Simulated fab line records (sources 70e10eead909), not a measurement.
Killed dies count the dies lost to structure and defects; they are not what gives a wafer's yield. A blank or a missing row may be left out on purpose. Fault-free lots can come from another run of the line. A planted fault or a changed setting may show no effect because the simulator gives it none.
Chamber matching    flow nandHarc    NHARC_P_CONTACT_STRIP_28 on rieDiel-01: 4 sister chambers
The step strips in O2. 18 wafers are shown with their chamber, then 9 later ones without.

## EACH WAFER AND ITS CHAMBER
wafer   chamber  drypumpMotorCurrentA (A)  oesProductAu (a.u.)  rfVppV (V)
L074.1  3        5.8                       1.005                56.1
L074.3  2        6.3                       0.994                56.9
L074.5  0        6.1                       0.983                58.1
L076.1  3        5.8                       1.010                55.9
L076.3  0        6.1                       0.986                57.9
L076.4  0        6.1                       0.990                57.1
L077.1  0        6.1                       0.988                56.7
L077.2  2        6.4                       0.990                57.0
L077.6  2        6.4                       0.993                58.0
L078.2  0        6.1                       0.986                57.5
L078.4  3        5.8                       1.005                57.2
L078.6  2        6.4                       1.012                57.0
L086.1  1        5.9                       0.998                56.2
L086.3  2        6.4                       1.020                57.4
L086.4  3        5.7                       1.008                56.5
L090.1  0        6.1                       1.000                57.3
L090.2  1        5.9                       0.999                57.1
L090.4  3        5.8                       0.999                58.9

SIGNATURES (means of the wafers above)
reading               chamber 0  chamber 1  chamber 2  chamber 3  scatter within a chamber
drypumpMotorCurrentA  6.100      5.900      6.380      5.780      0.0338
oesProductAu          0.98883    0.99850    1.00180    1.00540    0.00828
rfVppV                57.433     56.650     57.260     56.920     0.777
Rule: a wafer's distance from a chamber is the root of the sum, over the readings, of the square of ((its reading less the chamber's mean) divided by the reading's scatter). If the next closest chamber is less than 2 further off than the closest, the wafer can't be placed; otherwise it belongs to the closest. The scatter is the square root of a quotient: the sum, over the shown wafers, of each reading's squared deviation from its chamber's mean, divided by wafers minus chambers.

## WAFERS WITH NO CHAMBER GIVEN
wafer   drypumpMotorCurrentA (A)  oesProductAu (a.u.)  rfVppV (V)
L093.1  5.8                       1.008                58.1
L093.4  5.9                       0.999                57.6
L093.5  5.8                       1.011                55.7
L095.2  6.1                       0.996                58.3
L095.4  5.9                       1.015                56.6
L095.6  6.4                       1.009                56.8
L095.1  6.3                       1.013                58.0
L095.3  5.8                       1.006                58.1
L095.5  5.9                       1.010                56.5

## WHICH CHAMBER EACH ONE RAN IN
wafer   from the rows above      in truth
L093.1  3                        3
L093.4  1                        1
L093.5  can't be placed: 3 or 1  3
L095.2  0                        0
L095.4  can't be placed: 1 or 3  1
L095.6  2                        2
L095.1  2                        2
L095.3  can't be placed: 3 or 1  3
L095.5  1                        1
6 of 9 placed correctly. Not placeable from these rows: 3 (in 3, the candidates include the true chamber). Wrongly placed: 0.
